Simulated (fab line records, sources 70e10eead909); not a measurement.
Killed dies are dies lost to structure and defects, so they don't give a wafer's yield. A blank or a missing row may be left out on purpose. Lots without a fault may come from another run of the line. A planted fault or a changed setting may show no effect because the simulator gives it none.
Chamber matching | flow nand_harc | NHARC_A_STAIRCASE_TRIM_187 on rie_diel-08: 3 sister chambers
The step chemistry O2, time 211.2 s. 22 wafers are shown with their chamber, then 8 later ones without.

WAFERS WITH THEIR CHAMBER
wafer  | chamber | showerhead_plenum_p_Torr (Torr) | drypump_motor_current_A (A) | oes_product_au (a.u.)
L079.1 | 3       | 3.33                            | 5.5                         | 1.004
L079.2 | 0       | 3.34                            | 5.8                         | 1.018
L079.6 | 1       | 3.49                            | 5.6                         | 1.008
L077.1 | 1       | 3.49                            | 5.5                         | 1.006
L077.5 | 0       | 3.34                            | 5.7                         | 1.010
L077.6 | 1       | 3.49                            | 5.5                         | 0.990
L078.1 | 1       | 3.49                            | 5.5                         | 0.995
L078.2 | 0       | 3.33                            | 5.8                         | 1.007
L078.4 | 3       | 3.33                            | 5.5                         | 1.004
L078.3 | 3       | 3.33                            | 5.5                         | 0.995
L078.5 | 0       | 3.34                            | 5.7                         | 1.012
L078.6 | 1       | 3.49                            | 5.5                         | 0.992
L081.1 | 1       | 3.49                            | 5.5                         | 0.999
L081.2 | 0       | 3.33                            | 5.8                         | 1.019
L081.6 | 3       | 3.33                            | 5.5                         | 1.005
L081.3 | 3       | 3.33                            | 5.6                         | 1.006
L081.4 | 1       | 3.49                            | 5.5                         | 1.012
L081.5 | 0       | 3.33                            | 5.7                         | 1.018
L086.1 | 0       | 3.33                            | 5.8                         | 1.010
L086.5 | 1       | 3.48                            | 5.5                         | 0.996
L086.6 | 0       | 3.33                            | 5.8                         | 0.993
L086.2 | 3       | 3.33                            | 5.6                         | 1.001

SIGNATURES (means of the wafers above)
reading                  | chamber 0 | chamber 1 | chamber 3 | scatter within a chamber
showerhead_plenum_p_Torr | 3.3338    | 3.4888    | 3.3300    | 0.0038
drypump_motor_current_A  | 5.763     | 5.513     | 5.533     | 0.0464
oes_product_au           | 1.01087   | 0.99975   | 1.00250   | 0.00738
Rule: a wafer's distance from a chamber is the root of the sum, over the readings, of the square of ((its reading less the chamber's mean) divided by the reading's scatter). The wafer belongs to the nearest chamber; if the next one is less than 2 further off, it can't be placed. The scatter: the root of (the sum of the squares of (reading less its chamber's mean) over the shown wafers, divided by (wafers less chambers)).

WAFERS WITHOUT THEIR CHAMBER
wafer  | showerhead_plenum_p_Torr (Torr) | drypump_motor_current_A (A) | oes_product_au (a.u.)
L086.4 | 3.48                            | 5.5                         | 0.982
L090.4 | 3.32                            | 5.5                         | 1.003
L090.5 | 3.32                            | 5.5                         | 1.008
L091.1 | 3.32                            | 5.8                         | 1.009
L091.3 | 3.32                            | 5.6                         | 1.007
L091.4 | 3.32                            | 5.6                         | 0.996
L092.5 | 3.32                            | 5.8                         | 1.012
L092.6 | 3.32                            | 5.5                         | 0.997

WHICH CHAMBER EACH WENT THROUGH
wafer  | from the rows above | in truth
L086.4 | 1                   | 1
L090.4 | 3                   | 3
L090.5 | 3                   | 3
L091.1 | 0                   | 0
L091.3 | 3                   | 3
L091.4 | 3                   | 3
L092.5 | 0                   | 0
L092.6 | 3                   | 3
Placed correctly: 8 of 8. Can't be placed from these rows: 0. Placed wrongly: 0.
